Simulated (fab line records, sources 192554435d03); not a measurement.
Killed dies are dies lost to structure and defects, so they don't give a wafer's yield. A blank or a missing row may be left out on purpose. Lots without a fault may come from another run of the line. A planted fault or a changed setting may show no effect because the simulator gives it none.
Which tool did it? | flow n5_finfet | 12 lots, 36 wafers sampled, at 1 step of a route of 1938

WHAT THE GAUGES READ, wafer by wafer
N5_BEOL_M10_CD_MEAS_18: pitch 140 nm, target cd 70 nm.
lot  | measured     | on        | cd_nm (nm)
L076 | day 11 20:30 | cd_sem-01 | 70.2 69.9 70.1
L078 | day 12 16:21 | cd_sem-03 | 69.4 70.5 69.6
L080 | day 12 22:00 | cd_sem-02 | 69.8 69.9 70.1
L079 | day 13 03:37 | cd_sem-02 | 69.8 69.7 69.3
L082 | day 14 00:22 | cd_sem-03 | 69.5 69.8 69.7
L085 | day 14 11:17 | cd_sem-01 | 70.5 70.7 71.5
L089 | day 14 17:17 | cd_sem-03 | 70.2 70.6 69.5
L088 | day 15 09:10 | cd_sem-03 | 69.7 68.8 69.4
L091 | day 15 16:21 | cd_sem-01 | 68.7 69.6 69.1
L092 | day 15 17:14 | cd_sem-01 | 69.7 70.5 70.4
L095 | day 17 05:08 | cd_sem-02 | 70.6 70.7 70.3
L097 | day 17 23:28 | cd_sem-02 | 69.8 69.8 69.4

WHICH TOOL RAN EACH LOT (tool, then ch and the chambers of the sampled wafers, then the start)
The record holds no process step before these readings.

THE ANSWER, worked out from the rows above alone
Rule: what is usual is taken from the lots themselves. Put in order of their means at a reading, lots are off if they are a third of the lots or fewer, leave a main group of 4 or more, and stand apart from it by a gap of 3 or more times the standard deviation of the main group's means; of several such gaps the widest counts. A main group whose means are all the same, to the digits that the tables above print for the reading, isn't used. A lot without any number at a reading at which 4 lots or more have one is off too. The other lots that the step has rows for count as sound.
No lot is off at any reading shown: from this, nothing can be told.

WHAT THE SIMULATOR HAD PUT IN
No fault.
